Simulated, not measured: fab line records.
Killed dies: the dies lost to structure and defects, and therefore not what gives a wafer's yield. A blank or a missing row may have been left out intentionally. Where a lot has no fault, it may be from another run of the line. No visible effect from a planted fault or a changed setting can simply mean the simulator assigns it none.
A single fault, viewed from 3 desks -- flow nandHarc -- each desk has only its own numbers; what lay behind them comes last

## THE DEFECT DESK
What the inspections along the route counted, lot by lot: means of the sampled wafers that have a number. If a lot's mean is further than 4 standard deviations from the usual mean, the lot is out of limits and carries the mark OUT (the distance appears in the brackets).
Columns: A = rawDefectCount at NHARC_A_ONON_D1_INSPECT_32, usual 66; B = rawDefectCount at NHARC_A_CHANNEL_HOLE_D1_INSPECT_12, usual 5.3
lot,first seen here,A,B
L282,day 9 08:43,66,5.3
L288,day 12 01:19,62,7.0
L291,day 13 04:09,53,5.7
L293,day 14 07:22,84,3.0
L294,day 14 07:40,69,3.0
L301,day 17 15:36,56,4.0
L302,day 18 04:15,63,4.0
This desk's verdict: no lot among the 7 shows anything out of limits.

## AT THE METROLOGY DESK
What the gauges read, lot by lot, whatever tool the lot ran on: means of the sampled wafers that have a number. If a lot's mean is further than 4 standard deviations from the usual mean, the lot is out of limits and carries the mark OUT (the distance appears in the brackets).
Columns: A = thkNm at NHARC_A_ONON_D1_THK_MEAS_34, usual 199.5 nm; B = cdNm at NHARC_A_CHANNEL_HOLE_D1_CD_MEAS_10, usual 100.2 nm; C = overlayXNm at NHARC_A_CHANNEL_HOLE_D1_OVL_MEAS_11, usual -0.2 nm; D = overlayYNm at NHARC_A_CHANNEL_HOLE_D1_OVL_MEAS_11, usual -0.2 nm
lot,first seen here,A,B,C,D
L282,day 9 08:40,201.5,100.9,0.3,0.8
L288,day 12 01:14,200.9,100.1,0.5,-0.1
L291,day 13 04:05,197.1,102.1,0.5,-0.2
L293,day 14 07:18,199.1,102.8,-0.9,-0.2
L294,day 14 07:34,198.5,102.4,0.3,0.2
L301,day 17 15:31,197.5,100.1,-0.2,-0.7
L302,day 18 04:11,196.0,100.8,-0.0,-0.2
This desk's verdict: no lot among the 7 shows anything out of limits.

## THE TOOL OWNER'S DESK: arfiScanner-03
The tool's own readings at NHARC_A_CHANNEL_HOLE_D1_EXPOSE_07 (exposes mask HOLE D1, target cd 100 nm): means of the sampled wafers that have a number, for each lot that ran on this tool. If a lot's mean is further than 4 standard deviations from the usual mean, the lot is out of limits and carries the mark OUT (the distance appears in the brackets).
Columns: A = exposureDoseMJCm2 at NHARC_A_CHANNEL_HOLE_D1_EXPOSE_07, usual 59.66
lot,first seen here,A
L288,day 12 04:03,59.64
L291,day 13 07:29,62.57 (+50) OUT
L293,day 14 12:00,62.04 (+41) OUT
L294,day 14 13:47,61.46 (+31) OUT
This desk's verdict: out of limits on L291, L293, L294, starting with L291 at day 13 07:29 (exposureDoseMJCm2 at NHARC_A_CHANNEL_HOLE_D1_EXPOSE_07). L288 stayed within limits.

## PUT TOGETHER
On L291, L293, L294, at day 13 07:29, an alarm was possible from the tool owner's desk.
Nothing out of limits was seen by the defect desk.
At the metrology desk, nothing out of limits was observed.
The defect desk has L291, L293, L294 on record, within its limits.
The metrology desk has L291, L293, L294 on record, within its limits.
The lots listed all ran NHARC_A_CHANNEL_HOLE_D1_EXPOSE_07 on arfiScanner-03.

## WHAT THE SIMULATOR HAD PUT IN
Process parameters drifting: arfiScanner-03 at NHARC_A_CHANNEL_HOLE_D1_EXPOSE_07, beginning at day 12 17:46. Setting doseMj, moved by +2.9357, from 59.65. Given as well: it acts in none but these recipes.
Shown lots that were struck: L291, L293, L294.
How many hours passed from the start of the fault until each desk's first out-of-limits reading: the tool owner's desk, 14.
